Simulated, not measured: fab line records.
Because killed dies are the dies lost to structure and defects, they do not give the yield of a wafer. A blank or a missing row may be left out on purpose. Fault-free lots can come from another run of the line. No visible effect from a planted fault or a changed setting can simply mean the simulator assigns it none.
What tool caused it? + flow nand_harc + 23 lots, 69 wafers sampled, at 6 steps of a route of 1302

WHAT EACH GAUGE READ, for each wafer
The record holds no reading of a measuring or inspecting step that can be judged against a usual standard deviation.

WHAT TOOL EACH LOT RAN ON (gives the tool, then ch and the chambers of the sampled wafers, and finally the start)
| lot  | NHARC_A_STAIRCASE_TRIM_22                     | NHARC_A_STAIRCASE_ETCH_188                    | NHARC_A_STAIRCASE_TRIM_200                    | NHARC_A_STAIRCASE_TRIM_220         | NHARC_A_STAIRCASE_TRIM_224                    | NHARC_A_STAIRCASE_STRIP_254          |
|------|-----------------------------------------------|-----------------------------------------------|-----------------------------------------------|------------------------------------|-----------------------------------------------|--------------------------------------|
| L074 | rie_diel-01 ch 0,2, day 15 17:59 or earlier   | rie_diel-01 ch 0,2,3, day 15 17:59 or earlier | rie_diel-07 ch 0,1,3, day 15 17:59 or earlier | rie_diel-13 ch 0,3, day 15 17:59   | rie_diel-13 ch 1,2,3, day 15 21:46 or earlier | plasma_asher-01 ch 0,1, day 15 21:46 |
| L075 | rie_diel-01 ch 1,3, day 16 11:46 or earlier   | rie_diel-13 ch 1,2, day 16 11:46 or earlier   | rie_diel-01 ch 0,1,2, day 16 11:46 or earlier | rie_diel-01 ch 1,2,3, day 16 11:46 | rie_diel-01 ch 0,3, day 16 15:30 or earlier   | plasma_asher-02 ch 0,1, day 16 15:30 |
| L076 | rie_diel-01 ch 0,1,2, day 16 12:02 or earlier | rie_diel-07 ch 0,1,2, day 16 12:02 or earlier | rie_diel-07 ch 0,1,3, day 16 12:02 or earlier | rie_diel-13 ch 0,1,3, day 16 12:02 | rie_diel-13 ch 2,3, day 16 15:52 or earlier   | plasma_asher-01 ch 0,1, day 16 15:52 |
| L077 | rie_diel-13 ch 1,2, day 17 11:56 or earlier   | rie_diel-07 ch 0,1,2, day 17 11:56 or earlier | rie_diel-01 ch 0,2,3, day 17 11:56 or earlier | rie_diel-07 ch 1,2, day 17 11:56   | rie_diel-07 ch 0,1, day 17 15:50 or earlier   | plasma_asher-02 ch 0,1, day 17 15:50 |
| L078 | rie_diel-07 ch 0,1,3, day 17 12:10 or earlier | rie_diel-07 ch 2,3, day 17 12:10 or earlier   | rie_diel-01 ch 0,2,3, day 17 12:10 or earlier | rie_diel-01 ch 0,2,3, day 17 12:10 | rie_diel-01 ch 0,2,3, day 17 16:31 or earlier | plasma_asher-01 ch 0,1, day 17 16:31 |
| L079 | rie_diel-01 ch 1,2,3, day 17 21:59 or earlier | rie_diel-07 ch 0,3, day 17 21:59 or earlier   | rie_diel-13 ch 0,1,3, day 17 21:59 or earlier | rie_diel-13 ch 0,1,3, day 17 21:59 | rie_diel-13 ch 0,2, day 18 01:43 or earlier   | plasma_asher-01 ch 0,1, day 18 01:43 |
| L081 | rie_diel-13 ch 1,2,3, day 18 21:41 or earlier | rie_diel-07 ch 0,2,3, day 18 21:41 or earlier | rie_diel-01 ch 0,2,3, day 18 21:41 or earlier | rie_diel-01 ch 1,3, day 18 21:41   | rie_diel-01 ch 0,2,3, day 19 01:35 or earlier | plasma_asher-01 ch 0,1, day 19 01:35 |
| L080 | rie_diel-01 ch 2,3, day 18 23:48 or earlier   | rie_diel-13 ch 0,3, day 18 23:48 or earlier   | rie_diel-13 ch 0,1,3, day 18 23:48 or earlier | rie_diel-13 ch 1,2,3, day 18 23:48 | rie_diel-13 ch 0,1,2, day 19 03:41 or earlier | plasma_asher-02 ch 0,1, day 19 03:41 |
| L082 | rie_diel-07 ch 1,3, day 19 03:20 or earlier   | rie_diel-01 ch 0,2,3, day 19 03:20 or earlier | rie_diel-07 ch 0,1,3, day 19 03:20 or earlier | rie_diel-13 ch 0,3, day 19 03:20   | rie_diel-13 ch 1,2,3, day 19 07:08 or earlier | plasma_asher-02 ch 0,1, day 19 07:08 |
| L084 | rie_diel-07 ch 1,2,3, day 20 04:32 or earlier | rie_diel-07 ch 1,2,3, day 20 04:32 or earlier | rie_diel-13 ch 0,1,2, day 20 04:32 or earlier | rie_diel-01 ch 0,1,3, day 20 04:32 | rie_diel-01 ch 1,2,3, day 20 08:20 or earlier | plasma_asher-01 ch 0,1, day 20 08:20 |
| L083 | rie_diel-01 ch 2,3, day 20 05:09 or earlier   | rie_diel-01 ch 0,1,3, day 20 05:09 or earlier | rie_diel-01 ch 0,2,3, day 20 05:09 or earlier | rie_diel-13 ch 1,3, day 20 05:09   | rie_diel-13 ch 1,2,3, day 20 08:59 or earlier | plasma_asher-01 ch 0,1, day 20 08:59 |
| L085 | rie_diel-07 ch 1,3, day 20 07:43 or earlier   | rie_diel-13 ch 0,1, day 20 07:43 or earlier   | rie_diel-07 ch 0,1,3, day 20 07:43 or earlier | rie_diel-13 ch 2,3, day 20 07:43   | rie_diel-13 ch 1,2,3, day 20 11:26 or earlier | plasma_asher-01 ch 0,1, day 20 11:26 |
| L086 | rie_diel-13 ch 0,1,3, day 21 02:35 or earlier | rie_diel-13 ch 0,2,3, day 21 02:35 or earlier | rie_diel-01 ch 0,2, day 21 02:35 or earlier   | rie_diel-13 ch 2,3, day 21 02:35   | rie_diel-13 ch 0,1,3, day 21 06:34 or earlier | plasma_asher-01 ch 0, day 21 06:34   |
| L087 | rie_diel-01 ch 1,2,3, day 21 09:11 or earlier | rie_diel-13 ch 0,2, day 21 09:11 or earlier   | rie_diel-07 ch 0,1,2, day 21 09:11 or earlier | rie_diel-07 ch 1,2, day 21 09:11   | rie_diel-07 ch 1,3, day 21 12:53 or earlier   | plasma_asher-02 ch 0,1, day 21 12:53 |
| L089 | rie_diel-07 ch 1,2,3, day 22 01:30 or earlier | rie_diel-07 ch 1,3, day 22 01:30 or earlier   | rie_diel-07 ch 0,1,2, day 22 01:30 or earlier | rie_diel-13 ch 1,2, day 22 01:30   | rie_diel-13 ch 0,1,3, day 22 05:33 or earlier | plasma_asher-02 ch 0,1, day 22 05:33 |
| L088 | rie_diel-07 ch 2,3, day 22 15:43 or earlier   | rie_diel-13 ch 0,1,3, day 22 15:43 or earlier | rie_diel-01 ch 1,2,3, day 22 15:43 or earlier | rie_diel-01 ch 0,1, day 22 15:43   | rie_diel-01 ch 0,1, day 22 19:48 or earlier   | plasma_asher-02 ch 0,1, day 22 19:48 |
| L090 | rie_diel-13 ch 0,2,3, day 22 16:22 or earlier | rie_diel-07 ch 1,2,3, day 22 16:22 or earlier | rie_diel-01 ch 0,1,2, day 22 16:22 or earlier | rie_diel-01 ch 0,1,2, day 22 16:22 | rie_diel-01 ch 0,2,3, day 22 20:33 or earlier | plasma_asher-02 ch 0,1, day 22 20:33 |
| L091 | rie_diel-01 ch 0,1, day 22 16:14 or earlier   | rie_diel-01 ch 0,2, day 22 16:14 or earlier   | rie_diel-07 ch 0,2,3, day 22 16:14 or earlier | rie_diel-07 ch 0,1,2, day 22 16:14 | rie_diel-07 ch 0,2, day 22 20:16 or earlier   | plasma_asher-02 ch 0,1, day 22 20:16 |
| L092 | rie_diel-07 ch 0,2, day 23 08:52 or earlier   | rie_diel-01 ch 1,2, day 23 08:52 or earlier   | rie_diel-01 ch 0,1,3, day 23 08:52 or earlier | rie_diel-13 ch 1,2, day 23 08:52   | rie_diel-13 ch 2,3, day 23 12:52 or earlier   | plasma_asher-01 ch 0,1, day 23 12:52 |
| L094 | rie_diel-07 ch 0,2, day 24 14:13 or earlier   | rie_diel-13 ch 0,1,3, day 24 14:13 or earlier | rie_diel-13 ch 0,1,3, day 24 14:13 or earlier | rie_diel-07 ch 0,1,2, day 24 14:13 | rie_diel-07 ch 0,2,3, day 24 18:03 or earlier | plasma_asher-01 ch 1, day 24 18:03   |
| L096 | rie_diel-07 ch 1,2,3, day 25 03:55 or earlier | rie_diel-13 ch 0,1,3, day 25 03:55 or earlier | rie_diel-13 ch 0,1,3, day 25 03:55 or earlier | rie_diel-13 ch 0,1,3, day 25 03:55 | rie_diel-13 ch 0,3, day 25 10:06 or earlier   | plasma_asher-01 ch 0,1, day 25 10:06 |
| L095 | rie_diel-01 ch 2,3, day 25 02:17 or earlier   | rie_diel-01 ch 0,1,3, day 25 02:17 or earlier | rie_diel-01 ch 1,3, day 25 02:17 or earlier   | rie_diel-13 ch 0,1,3, day 25 02:17 | rie_diel-13 ch 0,1,3, day 25 08:25 or earlier | plasma_asher-02 ch 0,1, day 25 08:25 |
| L097 | rie_diel-07 ch 0,2,3, day 25 15:58 or earlier | rie_diel-01 ch 0,2,3, day 25 15:58 or earlier | rie_diel-01 ch 0,2,3, day 25 15:58 or earlier | rie_diel-13 ch 0,2, day 25 15:58   | rie_diel-13 ch 0,1,3, day 25 20:22 or earlier | plasma_asher-02 ch 0,1, day 25 20:22 |
- NHARC_A_STAIRCASE_TRIM_22: chemistry O2, time 211.2 s.
- NHARC_A_STAIRCASE_ETCH_188: etches the open film in C4F8/O2, target depth 100 nm, time 40.5 s.
- NHARC_A_STAIRCASE_TRIM_200: chemistry O2, time 211.2 s.
- NHARC_A_STAIRCASE_TRIM_220: chemistry O2, time 211.2 s.
- NHARC_A_STAIRCASE_TRIM_224: chemistry O2, time 211.2 s.
- NHARC_A_STAIRCASE_STRIP_254: strips in O2.

AS READ BY THE TOOLS THEMSELVES (means over the sampled wafers that have a number; for cases with no such wafer, the mark the record gives instead)
NHARC_A_STAIRCASE_TRIM_22. Usual: drypump_motor_current_A 5.7 A, standard deviation 0.52; oes_product_au 1.003 a.u., standard deviation 0.014; rf_vpp_V 57.8 V, standard deviation 0.79; showerhead_plenum_p_Torr 3.50 Torr, standard deviation 0.078; throttle_valve_pct 17.036 %, standard deviation 0.0096.
| lot  | tool        | drypump_motor_current_A (A) | oes_product_au (a.u.) | rf_vpp_V (V) | showerhead_plenum_p_Torr (Torr) | throttle_valve_pct (%) | flag |
|------|-------------|-----------------------------|-----------------------|--------------|---------------------------------|------------------------|------|
| L074 | rie_diel-01 | 6.0                         | 1.007                 | 57.9         | 3.46                            | 17.036                 |      |
| L075 | rie_diel-01 | 5.1                         | 1.003                 | 57.0         | 3.49                            | 17.035                 |      |
| L076 | rie_diel-01 | 5.5                         | 1.008                 | 58.1         | 3.48                            | 17.038                 |      |
| L077 | rie_diel-13 | 5.8                         | 0.993                 | 58.2         | 3.45                            | 17.035                 |      |
| L078 | rie_diel-07 | 5.6                         | 1.010                 | 58.4         | 3.59                            | 17.035                 |      |
| L079 | rie_diel-01 | 5.2                         | 1.005                 | 57.2         | 3.50                            | 17.042                 |      |
| L081 | rie_diel-13 | 5.9                         | 0.994                 | 57.5         | 3.45                            | 17.035                 |      |
| L080 | rie_diel-01 | 5.4                         | 1.004                 | 57.6         | 3.50                            | 17.037                 |      |
| L082 | rie_diel-07 | 5.9                         | 1.021                 | 56.7         | 3.57                            | 17.046                 |      |
| L084 | rie_diel-07 | 5.8                         | 1.007                 | 58.2         | 3.51                            | 17.041                 |      |
| L083 | rie_diel-01 | 5.5                         | 1.011                 | 58.1         | 3.48                            | 17.024                 |      |
| L085 | rie_diel-07 | 5.8                         | 1.013                 | 58.6         | 3.56                            | 17.026                 |      |
| L086 | rie_diel-13 | 5.8                         | 0.993                 | 57.9         | 3.48                            | 17.037                 |      |
| L087 | rie_diel-01 | 5.2                         | 1.004                 | 58.0         | 3.48                            | 17.034                 |      |
| L089 | rie_diel-07 | 5.8                         | 1.004                 | 57.5         | 3.51                            | 17.042                 |      |
| L088 | rie_diel-07 | 5.8                         | 1.004                 | 57.9         | 3.45                            | 17.028                 |      |
| L090 | rie_diel-13 | 5.9                         | 0.984                 | 58.1         | 3.47                            | 17.032                 |      |
| L091 | rie_diel-01 | 5.8                         | 1.022                 | 57.7         | 3.42                            | 17.038                 |      |
| L092 | rie_diel-07 | 6.0                         | 1.009                 | 57.8         | 3.50                            | 17.039                 |      |
| L094 | rie_diel-07 | 6.0                         | 1.002                 | 57.2         | 3.50                            | 17.038                 |      |
| L096 | rie_diel-07 | 5.8                         | 1.005                 | 57.3         | 3.49                            | 17.027                 |      |
| L095 | rie_diel-01 | 5.4                         | 0.999                 | 58.3         | 3.48                            | 17.038                 |      |
| L097 | rie_diel-07 | 5.6                         | 0.995                 | 57.3         | 3.51                            | 17.036                 |      |

NHARC_A_STAIRCASE_ETCH_188. Usual: oes_product_au 0.943 a.u., standard deviation 0.016; rf_vpp_V 894.7 V, standard deviation 2.9.
| lot  | tool        | oes_product_au (a.u.) | rf_vpp_V (V) | flag |
|------|-------------|-----------------------|--------------|------|
| L074 | rie_diel-01 | 0.954                 | 894.3        |      |
| L075 | rie_diel-13 | 0.957                 | 893.6        |      |
| L076 | rie_diel-07 | 0.960                 | 898.1        |      |
| L077 | rie_diel-07 | 0.953                 | 897.7        |      |
| L078 | rie_diel-07 | 0.939                 | 893.8        |      |
| L079 | rie_diel-07 | 0.928                 | 899.2        |      |
| L081 | rie_diel-07 | 0.925                 | 896.4        |      |
| L080 | rie_diel-13 | 0.962                 | 895.8        |      |
| L082 | rie_diel-01 | 0.953                 | 893.2        |      |
| L084 | rie_diel-07 | 0.950                 | 895.0        |      |
| L083 | rie_diel-01 | 0.958                 | 892.9        |      |
| L085 | rie_diel-13 | 0.964                 | 895.4        |      |
| L086 | rie_diel-13 | 0.927                 | 894.2        |      |
| L087 | rie_diel-13 | 0.928                 | 892.8        |      |
| L089 | rie_diel-07 | 0.943                 | 896.1        |      |
| L088 | rie_diel-13 | 0.950                 | 894.0        |      |
| L090 | rie_diel-07 | 0.925                 | 895.6        |      |
| L091 | rie_diel-01 | 0.945                 | 893.1        |      |
| L092 | rie_diel-01 | 0.912                 | 894.2        |      |
| L094 | rie_diel-13 | 0.948                 | 893.5        |      |
| L096 | rie_diel-13 | 0.937                 | 893.6        |      |
| L095 | rie_diel-01 | 0.960                 | 892.2        |      |
| L097 | rie_diel-01 | 0.938                 | 893.2        |      |

NHARC_A_STAIRCASE_TRIM_200. Usual: drypump_motor_current_A 5.7 A, standard deviation 0.5; oes_product_au 1.007 a.u., standard deviation 0.013; rf_vpp_V 57.7 V, standard deviation 0.83; showerhead_plenum_p_Torr 3.49 Torr, standard deviation 0.076; throttle_valve_pct 17.037 %, standard deviation 0.0092.
| lot  | tool        | drypump_motor_current_A (A) | oes_product_au (a.u.) | rf_vpp_V (V) | showerhead_plenum_p_Torr (Torr) | throttle_valve_pct (%) | flag |
|------|-------------|-----------------------------|-----------------------|--------------|---------------------------------|------------------------|------|
| L074 | rie_diel-07 | 5.6                         | 1.012                 | 57.9         | 3.60                            | 17.041                 |      |
| L075 | rie_diel-01 | 5.5                         | 1.012                 | 57.6         | 3.48                            | 17.032                 |      |
| L076 | rie_diel-07 | 5.6                         | 1.005                 | 58.5         | 3.60                            | 17.032                 |      |
| L077 | rie_diel-01 | 5.7                         | 1.015                 | 58.0         | 3.47                            | 17.036                 |      |
| L078 | rie_diel-01 | 5.7                         | 1.022                 | 57.5         | 3.47                            | 17.041                 |      |
| L079 | rie_diel-13 | 5.8                         | 1.007                 | 57.5         | 3.49                            | 17.031                 |      |
| L081 | rie_diel-01 | 5.8                         | 1.015                 | 56.9         | 3.46                            | 17.035                 |      |
| L080 | rie_diel-13 | 5.8                         | 1.011                 | 57.3         | 3.49                            | 17.038                 |      |
| L082 | rie_diel-07 | 5.6                         | 1.007                 | 58.6         | 3.59                            | 17.031                 |      |
| L084 | rie_diel-13 | 5.7                         | 1.004                 | 57.5         | 3.47                            | 17.033                 |      |
| L083 | rie_diel-01 | 5.7                         | 1.011                 | 57.2         | 3.46                            | 17.042                 |      |
| L085 | rie_diel-07 | 5.6                         | 1.012                 | 58.0         | 3.58                            | 17.038                 |      |
| L086 | rie_diel-01 | 5.6                         | 1.010                 | 57.9         | 3.47                            | 17.036                 |      |
| L087 | rie_diel-07 | 6.0                         | 1.009                 | 58.0         | 3.57                            | 17.036                 |      |
| L089 | rie_diel-07 | 6.0                         | 1.008                 | 57.9         | 3.56                            | 17.038                 |      |
| L088 | rie_diel-01 | 5.2                         | 1.008                 | 58.3         | 3.48                            | 17.044                 |      |
| L090 | rie_diel-01 | 5.5                         | 1.009                 | 58.5         | 3.46                            | 17.022                 |      |
| L091 | rie_diel-07 | 5.6                         | 1.010                 | 57.7         | 3.52                            | 17.039                 |      |
| L092 | rie_diel-01 | 5.6                         | 1.001                 | 57.0         | 3.43                            | 17.042                 |      |
| L094 | rie_diel-13 | 5.8                         | 0.992                 | 58.2         | 3.47                            | 17.039                 |      |
| L096 | rie_diel-13 | 5.8                         | 0.996                 | 57.5         | 3.46                            | 17.039                 |      |
| L095 | rie_diel-01 | 5.1                         | 1.007                 | 57.8         | 3.46                            | 17.032                 |      |
| L097 | rie_diel-01 | 5.7                         | 1.011                 | 57.2         | 3.44                            | 17.047                 |      |

NHARC_A_STAIRCASE_TRIM_220. Usual: drypump_motor_current_A 5.7 A, standard deviation 0.45; oes_product_au 1.003 a.u., standard deviation 0.015; rf_vpp_V 57.7 V, standard deviation 0.89; showerhead_plenum_p_Torr 3.49 Torr, standard deviation 0.068; throttle_valve_pct 17.036 %, standard deviation 0.0088.
| lot  | tool        | drypump_motor_current_A (A) | oes_product_au (a.u.) | rf_vpp_V (V) | showerhead_plenum_p_Torr (Torr) | throttle_valve_pct (%) | flag |
|------|-------------|-----------------------------|-----------------------|--------------|---------------------------------|------------------------|------|
| L074 | rie_diel-13 | 5.7                         | 0.983                 | 57.6         | 3.54                            | 17.034                 |      |
| L075 | rie_diel-01 | 5.2                         | 1.012                 | 58.2         | 3.50                            | 17.035                 |      |
| L076 | rie_diel-13 | 5.8                         | 1.001                 | 57.2         | 3.50                            | 17.043                 |      |
| L077 | rie_diel-07 | 6.2                         | 0.999                 | 57.3         | 3.50                            | 17.034                 |      |
| L078 | rie_diel-01 | 5.8                         | 1.010                 | 57.9         | 3.47                            | 17.036                 |      |
| L079 | rie_diel-13 | 5.8                         | 1.010                 | 57.9         | 3.49                            | 17.038                 |      |
| L081 | rie_diel-01 | 5.1                         | 0.991                 | 58.2         | 3.48                            | 17.040                 |      |
| L080 | rie_diel-13 | 5.9                         | 1.003                 | 57.9         | 3.45                            | 17.035                 |      |
| L082 | rie_diel-13 | 6.0                         | 0.994                 | 57.1         | 3.50                            | 17.034                 |      |
| L084 | rie_diel-01 | 5.6                         | 1.013                 | 57.7         | 3.45                            | 17.040                 |      |
| L083 | rie_diel-13 | 6.1                         | 1.006                 | 57.3         | 3.46                            | 17.041                 |      |
| L085 | rie_diel-13 | 6.1                         | 0.992                 | 57.8         | 3.46                            | 17.035                 |      |
| L086 | rie_diel-13 | 6.0                         | 0.988                 | 57.4         | 3.44                            | 17.035                 |      |
| L087 | rie_diel-07 | 6.2                         | 1.010                 | 58.8         | 3.49                            | 17.038                 |      |
| L089 | rie_diel-13 | 5.7                         | 1.004                 | 57.8         | 3.42                            | 17.045                 |      |
| L088 | rie_diel-01 | 5.3                         | 1.003                 | 57.8         | 3.45                            | 17.038                 |      |
| L090 | rie_diel-01 | 5.4                         | 1.009                 | 57.8         | 3.46                            | 17.036                 |      |
| L091 | rie_diel-07 | 6.0                         | 1.004                 | 57.9         | 3.56                            | 17.037                 |      |
| L092 | rie_diel-13 | 5.7                         | 1.000                 | 57.5         | 3.41                            | 17.030                 |      |
| L094 | rie_diel-07 | 6.0                         | 1.009                 | 58.1         | 3.55                            | 17.033                 |      |
| L096 | rie_diel-13 | 5.8                         | 0.996                 | 58.3         | 3.46                            | 17.036                 |      |
| L095 | rie_diel-13 | 5.8                         | 0.998                 | 57.7         | 3.46                            | 17.024                 |      |
| L097 | rie_diel-13 | 5.5                         | 0.991                 | 58.6         | 3.49                            | 17.044                 |      |

NHARC_A_STAIRCASE_TRIM_224. Usual: drypump_motor_current_A 5.7 A, standard deviation 0.45; oes_product_au 1.002 a.u., standard deviation 0.017; rf_vpp_V 57.7 V, standard deviation 0.82; showerhead_plenum_p_Torr 3.48 Torr, standard deviation 0.063; throttle_valve_pct 17.036 %, standard deviation 0.0091.
| lot  | tool        | drypump_motor_current_A (A) | oes_product_au (a.u.) | rf_vpp_V (V) | showerhead_plenum_p_Torr (Torr) | throttle_valve_pct (%) | flag |
|------|-------------|-----------------------------|-----------------------|--------------|---------------------------------|------------------------|------|
| L074 | rie_diel-13 | 5.9                         | 0.995                 | 57.3         | 3.46                            | 17.047                 |      |
| L075 | rie_diel-01 | 5.8                         | 1.005                 | 57.5         | 3.46                            | 17.045                 |      |
| L076 | rie_diel-13 | 6.1                         | 0.996                 | 56.9         | 3.48                            | 17.034                 |      |
| L077 | rie_diel-07 | 6.1                         | 1.012                 | 57.3         | 3.63                            | 17.037                 |      |
| L078 | rie_diel-01 | 5.7                         | 1.019                 | 57.8         | 3.47                            | 17.047                 |      |
| L079 | rie_diel-13 | 5.5                         | 0.992                 | 57.5         | 3.52                            | 17.033                 |      |
| L081 | rie_diel-01 | 5.7                         | 1.011                 | 57.7         | 3.46                            | 17.025                 |      |
| L080 | rie_diel-13 | 5.7                         | 1.005                 | 58.1         | 3.47                            | 17.042                 |      |
| L082 | rie_diel-13 | 5.9                         | 1.012                 | 58.4         | 3.45                            | 17.037                 |      |
| L084 | rie_diel-01 | 5.2                         | 1.001                 | 58.0         | 3.49                            | 17.035                 |      |
| L083 | rie_diel-13 | 5.9                         | 1.001                 | 57.3         | 3.44                            | 17.049                 |      |
| L085 | rie_diel-13 | 5.9                         | 1.007                 | 57.5         | 3.44                            | 17.036                 |      |
| L086 | rie_diel-13 | 5.8                         | 1.008                 | 57.3         | 3.48                            | 17.041                 |      |
| L087 | rie_diel-07 | 5.4                         | 1.011                 | 57.6         | 3.53                            | 17.034                 |      |
| L089 | rie_diel-13 | 5.8                         | 0.996                 | 58.7         | 3.47                            | 17.034                 |      |
| L088 | rie_diel-01 | 5.8                         | 1.026                 | 58.3         | 3.42                            | 17.033                 |      |
| L090 | rie_diel-01 | 5.7                         | 1.015                 | 56.9         | 3.45                            | 17.034                 |      |
| L091 | rie_diel-07 | 5.7                         | 0.999                 | 58.0         | 3.58                            | 17.023                 |      |
| L092 | rie_diel-13 | 6.0                         | 0.987                 | 57.9         | 3.43                            | 17.038                 |      |
| L094 | rie_diel-07 | 5.6                         | 1.005                 | 57.2         | 3.51                            | 17.032                 |      |
| L096 | rie_diel-13 | 5.6                         | 0.982                 | 57.8         | 3.50                            | 17.040                 |      |
| L095 | rie_diel-13 | 5.8                         | 0.989                 | 58.0         | 3.46                            | 17.036                 |      |
| L097 | rie_diel-13 | 5.8                         | 0.997                 | 57.2         | 3.46                            | 17.038                 |      |

NHARC_A_STAIRCASE_STRIP_254. Usual: drypump_motor_current_A 5.6 A, standard deviation 0.39; heater_power_w 329 W, standard deviation 34.
| lot  | tool            | drypump_motor_current_A (A) | heater_power_w (W) | flag |
|------|-----------------|-----------------------------|--------------------|------|
| L074 | plasma_asher-01 | 5.2                         | 332                |      |
| L075 | plasma_asher-02 | 6.0                         | 349                |      |
| L076 | plasma_asher-01 | 5.3                         | 343                |      |
| L077 | plasma_asher-02 | 5.9                         | 315                |      |
| L078 | plasma_asher-01 | 5.3                         | 346                |      |
| L079 | plasma_asher-01 | 5.2                         | 326                |      |
| L081 | plasma_asher-01 | 5.2                         | 345                |      |
| L080 | plasma_asher-02 | 5.9                         | 310                |      |
| L082 | plasma_asher-02 | 6.0                         | 335                |      |
| L084 | plasma_asher-01 | 5.2                         | 330                |      |
| L083 | plasma_asher-01 | 5.3                         | 348                |      |
| L085 | plasma_asher-01 | 5.2                         | 332                |      |
| L086 | plasma_asher-01 | 5.3                         | 352                |      |
| L087 | plasma_asher-02 | 6.0                         | 339                |      |
| L089 | plasma_asher-02 | 6.0                         | 341                |      |
| L088 | plasma_asher-02 | 5.9                         | 310                |      |
| L090 | plasma_asher-02 | 5.9                         | 307                |      |
| L091 | plasma_asher-02 | 6.0                         | 342                |      |
| L092 | plasma_asher-01 | 5.3                         | 325                |      |
| L094 | plasma_asher-01 | 5.2                         | 311                |      |
| L096 | plasma_asher-01 | 5.3                         | 327                |      |
| L095 | plasma_asher-02 | 6.0                         | 339                |      |
| L097 | plasma_asher-02 | 6.0                         | 342                |      |

THE ANSWER, worked out from the rows above alone
Rule: a lot counts as off when the mean over its wafers that have a number is more than 3 standard deviations away from the usual mean. A lot without any number at a reading at which 4 lots or more have one is off too. Any other lot the step has rows for is counted as sound. After the gauges, taken in route order, come the tools' own readings; for these a lot's mean is taken, as printed above. At the first step where some lot is off, the reading lying furthest off is the one used; lots without a number count as furthest.
No lot is off at any reading shown: from this, nothing can be told.

WHAT THE SIMULATOR PUT IN
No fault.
